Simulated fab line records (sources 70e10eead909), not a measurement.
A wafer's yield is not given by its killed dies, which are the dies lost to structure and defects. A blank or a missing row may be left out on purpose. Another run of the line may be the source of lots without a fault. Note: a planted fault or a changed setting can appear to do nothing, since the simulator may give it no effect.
Chamber matching || flow nandHarc || 4 sister chambers for NHARC_A_CHANNEL_FILL_D1_ALD_25 on aldHk-02
The step deposits SiOx, target thk 60 nm, pulse time 10 s, ald cycles 600. 8 wafers are shown with their chamber, then 8 later ones without.

== WAFERS, EACH WITH ITS CHAMBER ==
{"wafer": "L080.5", "chamber": 3, "heaterPowerW (W)": 392, "susceptorTempC (C)": 299.84}
{"wafer": "L083.1", "chamber": 2, "heaterPowerW (W)": 506, "susceptorTempC (C)": 300.04}
{"wafer": "L083.3", "chamber": 3, "heaterPowerW (W)": 389, "susceptorTempC (C)": 299.88}
{"wafer": "L083.5", "chamber": 1, "heaterPowerW (W)": 461, "susceptorTempC (C)": 300.05}
{"wafer": "L086.1", "chamber": 0, "heaterPowerW (W)": 522, "susceptorTempC (C)": 300.00}
{"wafer": "L086.2", "chamber": 2, "heaterPowerW (W)": 479, "susceptorTempC (C)": 300.36}
{"wafer": "L086.4", "chamber": 1, "heaterPowerW (W)": 467, "susceptorTempC (C)": 299.77}
{"wafer": "L089.3", "chamber": 0, "heaterPowerW (W)": 524, "susceptorTempC (C)": 299.68}

== WAFERS WHOSE CHAMBER IS MISSING ==
{"wafer": "L089.4", "heaterPowerW (W)": 455, "susceptorTempC (C)": 299.81}
{"wafer": "L089.5", "heaterPowerW (W)": 397, "susceptorTempC (C)": 300.19}
{"wafer": "L095.1", "heaterPowerW (W)": 458, "susceptorTempC (C)": 300.17}
{"wafer": "L095.2", "heaterPowerW (W)": 494, "susceptorTempC (C)": 300.67}
{"wafer": "L095.3", "heaterPowerW (W)": 534, "susceptorTempC (C)": 300.18}
{"wafer": "L094.4", "heaterPowerW (W)": 527, "susceptorTempC (C)": 300.16}
{"wafer": "L094.3", "heaterPowerW (W)": 473, "susceptorTempC (C)": 300.17}
{"wafer": "L094.6", "heaterPowerW (W)": 540, "susceptorTempC (C)": 300.12}

== WHICH CHAMBER EACH ONE RAN IN ==
{"wafer": "L089.4", "from the rows above": 1, "in truth": 1}
{"wafer": "L089.5", "from the rows above": 3, "in truth": 3}
{"wafer": "L095.1", "from the rows above": "can't be placed: 1 or 2", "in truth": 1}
{"wafer": "L095.2", "from the rows above": 2, "in truth": 2}
{"wafer": "L095.3", "from the rows above": 0, "in truth": 0}
{"wafer": "L094.4", "from the rows above": "can't be placed: 0 or 2", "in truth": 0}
{"wafer": "L094.3", "from the rows above": "can't be placed: 1 or 2", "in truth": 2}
{"wafer": "L094.6", "from the rows above": 0, "in truth": 0}
Correct placement for 5 of the 8. Unplaceable from these rows: 3, with the true chamber sitting among the candidates in 3. 0 placed wrongly.
How it was worked out, from the rows above alone: a wafer's distance from a chamber is the root of the sum, over the readings, of the square of ((its reading less the chamber's mean) divided by the reading's scatter). If the next closest chamber is less than 2 further off than the closest, the wafer can't be placed; otherwise it belongs to the closest. The mean given for a chamber averages the wafers shown for that chamber. The scatter is the square root of a quotient: the sum, over the shown wafers, of each reading's squared deviation from its chamber's mean, divided by wafers minus chambers.
